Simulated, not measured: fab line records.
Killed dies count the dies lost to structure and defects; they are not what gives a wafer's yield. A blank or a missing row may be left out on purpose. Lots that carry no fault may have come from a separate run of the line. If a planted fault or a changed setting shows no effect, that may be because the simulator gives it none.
Matching of chambers :: flow n5_finfet :: N5_BEOL_M0_STRIP_104 on rie_diel-04 has 4 sister chambers
The step strips in N2/H2. 8 wafers are shown with their chamber, then 6 later ones without.

## WAFERS PAIRED WITH THEIR CHAMBERS
wafer: L315.4
chamber: 3
drypump_motor_current_A (A): 5.1
throttle_valve_pct (%): 24.02

wafer: L315.6
chamber: 1
drypump_motor_current_A (A): 5.5
throttle_valve_pct (%): 23.82

wafer: L320.1
chamber: 1
drypump_motor_current_A (A): 5.6
throttle_valve_pct (%): 23.82

wafer: L323.4
chamber: 2
drypump_motor_current_A (A): 5.2
throttle_valve_pct (%): 23.51

wafer: L323.5
chamber: 2
drypump_motor_current_A (A): 5.2
throttle_valve_pct (%): 23.50

wafer: L323.6
chamber: 3
drypump_motor_current_A (A): 5.1
throttle_valve_pct (%): 24.01

wafer: L333.2
chamber: 0
drypump_motor_current_A (A): 6.1
throttle_valve_pct (%): 23.57

wafer: L333.6
chamber: 0
drypump_motor_current_A (A): 6.1
throttle_valve_pct (%): 23.59

## WAFERS WITHOUT THEIR CHAMBER
wafer: L335.3
drypump_motor_current_A (A): 6.1
throttle_valve_pct (%): 23.59

wafer: L335.4
drypump_motor_current_A (A): 5.6
throttle_valve_pct (%): 23.86

wafer: L335.6
drypump_motor_current_A (A): 6.1
throttle_valve_pct (%): 23.59

wafer: L336.3
drypump_motor_current_A (A): 5.2
throttle_valve_pct (%): 23.55

wafer: L336.4
drypump_motor_current_A (A): 5.6
throttle_valve_pct (%): 23.88

wafer: L336.5
drypump_motor_current_A (A): 5.1
throttle_valve_pct (%): 23.75

## WHICH CHAMBER EACH ONE RAN IN
wafer: L335.3
from the rows above: 0
in truth: 0

wafer: L335.4
from the rows above: 1
in truth: 1

wafer: L335.6
from the rows above: 0
in truth: 0

wafer: L336.3
from the rows above: 2
in truth: 2

wafer: L336.4
from the rows above: 1
in truth: 1

wafer: L336.5
from the rows above: 1
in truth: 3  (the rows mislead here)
Placed correctly: 5 of 6. Not placeable from these rows: 0. Placed wrongly: 1.
How it was worked out, from the rows above alone: a wafer's distance from a chamber is the root of the sum, over the readings, of the square of ((its reading less the chamber's mean) divided by the reading's scatter). The wafer belongs to the nearest chamber; if the next one is less than 2 further off, it can't be placed. Each chamber's mean is taken over the wafers shown for it. The scatter: take each reading less its chamber's mean, square it, sum over the shown wafers, divide by the number of wafers less the number of chambers, and take the root.
